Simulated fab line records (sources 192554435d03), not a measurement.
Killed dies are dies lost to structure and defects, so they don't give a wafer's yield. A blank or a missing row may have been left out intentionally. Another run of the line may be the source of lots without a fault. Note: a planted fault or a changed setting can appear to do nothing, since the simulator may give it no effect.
Struck lot and sound lot, side by side -- flow n5 finfet -- 38 steps out of a route of 1938
Sound: these wafers, L857.3, L857.5, L857.6. Wafers struck: L859.1, L859.5, L859.6. The cause comes at the end.
For every step that has rows: the tool of each side, followed by ch and its chambers, followed by its first start. Under that, the readings that differ: sound wafers -- struck wafers -- difference of the means -- sigmas: that difference in standard deviations of wafers without a fault.
alike: readings with means less than 2 such deviations apart, plus words and numbers identical on both sides. not compared: withheld readings, readings lacking a value on some wafer, bounds such as >300 that could conceal the same value, and numbers that have no deviation in the record and whose values overlap.
The two part at a step that has a row with sigmas, a row that says differs or no value, or rows on one side only. Numbers that don't overlap but have no deviation are shown without sigmas and don't part them. A reading missing from all wafers of one side parts the sides only when that side holds two or more wafers.

first, 11 steps without rows for these wafers: N5_FIN_SAQP_MANDREL1_REMOVE_56 (chemistry HBr/Cl2/O2, target a-Si, stops on SiNx, bt time 10 s); N5_FIN_SAQP_ETCH_57 (etches SiNx in CH3F/O2, target depth 32.5 nm, time 46.4 s); N5_FIN_SAQP_ETCH_65 (etches SiO2 in CF4, target depth 4 nm, time 4.4 s); N5_FIN_SAQP_MANDREL_ETCH_58 (etches a-Si in HBr/Cl2, stops on SiNx, target depth 45 nm, bt time 10 s, time 27 s); N5_FIN_SAQP_RECESS_63 (chemistry HF/NH3, target SiO2, target depth 18 nm, afs cycles 3, sublimation time 60 s); N5_FIN_SAQP_COAT_68 (time 60 s, resist thk 100 nm); N5_FIN_SAQP_ETCH_69 (etches SOC in N2/H2, stops on SiNx, target depth 150 nm); N5_FIN_SAQP_ETCH_67 (etches SiNx in CH3F/O2, target depth 30 nm); N5_FIN_SAQP_STRIP_70 (strips in N2/H2); N5_FIN_SAQP_RECESS_71 (chemistry HF/NH3, target SiO2, target depth 3 nm, afs cycles 1, sublimation time 60 s); N5_FIN_SAQP_SPACER2_ALD_28 (deposits SiO2, target thk 8.1 nm, pulse time 1 s, purge time 2 s).
N5_FIN_SAQP_SPACER2_ETCHBACK_29: etches SiO2 in CHF3/O2, target depth 12.2 nm, time 6.1 s.
  sound on rie diel-05 ch 0,2,3, day 3 19:40; struck on rie diel-05 ch 0,3, day 4 09:59
  alike: drypump motor current A, oes product au, rf vpp V, showerhead plenum p Torr, throttle valve pct
  not compared: rf hours counter h
then, 9 steps without rows for these wafers: N5_FIN_SAQP_MANDREL2_REMOVE_60 (chemistry HBr/Cl2/O2, target a-Si, stops on SiNx, bt time 10 s); N5_FIN_SAQP_HM_OPEN_33 (chemistry CH3F/O2, target SiNx, target depth 49.4 nm, time 70.6 s); N5_FIN_SAQP_ETCH_34 (etches SiO2 in C4F6/O2, target depth 45 nm, time 15 s); N5_FIN_SAQP_STRIP_77 (strips in N2/H2, time 90 s); N5_FIN_SAQP_ETCH_64 (etches SiO2 in CF4, target depth 1.5 nm); N5_FIN_SAQP_FIN_ETCH_36 (etches the open film in HBr/Cl2/O2, target depth 120 nm, time 50.4 s); N5_FIN_SAQP_PRECLEAN_38 (cleans in O3/DIW, time 45 s); N5_FIN_SAQP_PRECLEAN_45 (cleans in dHF, time 10 s); N5_FIN_SAQP_SRD_39 (time 30 s).
N5_FIN_SAQP_INSPECT_40: inspects for defects (brightfield).
  struck on defect inspect-01, day 4 10:45; sound on defect inspect-01, day 3 20:28
reading,sound,struck,difference,sigmas
raw defect count,235 244 204,623 701 759,+467,+8
then, 9 steps without rows for these wafers: N5_FIN_CUT_COAT_18 (time 60 s, resist thk 230 nm); N5_FIN_CUT_COAT_19 (time 60 s, resist thk 20 nm); N5_FIN_CUT_COAT_29 (time 60 s, resist thk 10 nm); N5_FIN_CUT_COAT_02 (resist thk 30 nm); N5_FIN_CUT_EBR_04; N5_FIN_CUT_SOFTBAKE_03 (time 60 s); N5_FIN_CUT_EXPOSE_05 (exposes mask FIN CUT); N5_FIN_CUT_PEB_06 (peb time 60 s); N5_FIN_CUT_DEVELOP_07 (develop time 30 s).
N5_FIN_CUT_INSPECT_10: inspects for defects (brightfield).
  struck on defect inspect-01, day 4 11:09; sound on defect inspect-02, day 3 20:52
reading,sound,struck,difference,sigmas
raw defect count,29 37 33,367 359 364,+330,+30
then, 3 steps without rows for these wafers: N5_FIN_CUT_DESCUM_13 (chemistry O2, time 7 s); N5_FIN_CUT_ETCH_30 (etches underlayer in N2/H2, target depth 13 nm, time 10.4 s); N5_FIN_CUT_ETCH_20 (etches SiARC in CF4, target depth 26 nm, time 43.3 s).
N5_FIN_CUT_INSPECT_17: inspects for defects (brightfield).
  struck on defect inspect-01, day 4 12:14; sound on defect inspect-01, day 3 21:49
reading,sound,struck,difference,sigmas
raw defect count,253 257 221,639 735 746,+463,+7
-- record jumps: 9 days separate the struck wafers' starts on either side; left off in module FIN_CUT, taken up again in module BEOL_M4, whose first shown step is the route's number 1111 --
N5_BEOL_M4_RC_MEAS_101:
  sound on prober-02 ch 0, day 13 01:53; struck on prober-02 ch 0, day 13 23:03
  alike: DIBL_N, DIBL_P, IOFF_N, IOFF_P, ION_N, ION_P, SS_N, SS_P, VT_N, VT_P
-- a jump in the record: the struck wafers' starts before and after are 5 days apart (it breaks off in module BEOL_M4 and resumes in module PASSIVATION, where the first step shown is number 1936 of the route) --
N5_PASSIVATION_PROBE_49:
  the record has rows for the struck wafers here (prober-02, day 18 14:11) and none for the sound ones

WHERE THEY PART
At N5_FIN_SAQP_INSPECT_40 first; at N5_PASSIVATION_PROBE_49 last (within this record only).

WHY: what the simulator had put in
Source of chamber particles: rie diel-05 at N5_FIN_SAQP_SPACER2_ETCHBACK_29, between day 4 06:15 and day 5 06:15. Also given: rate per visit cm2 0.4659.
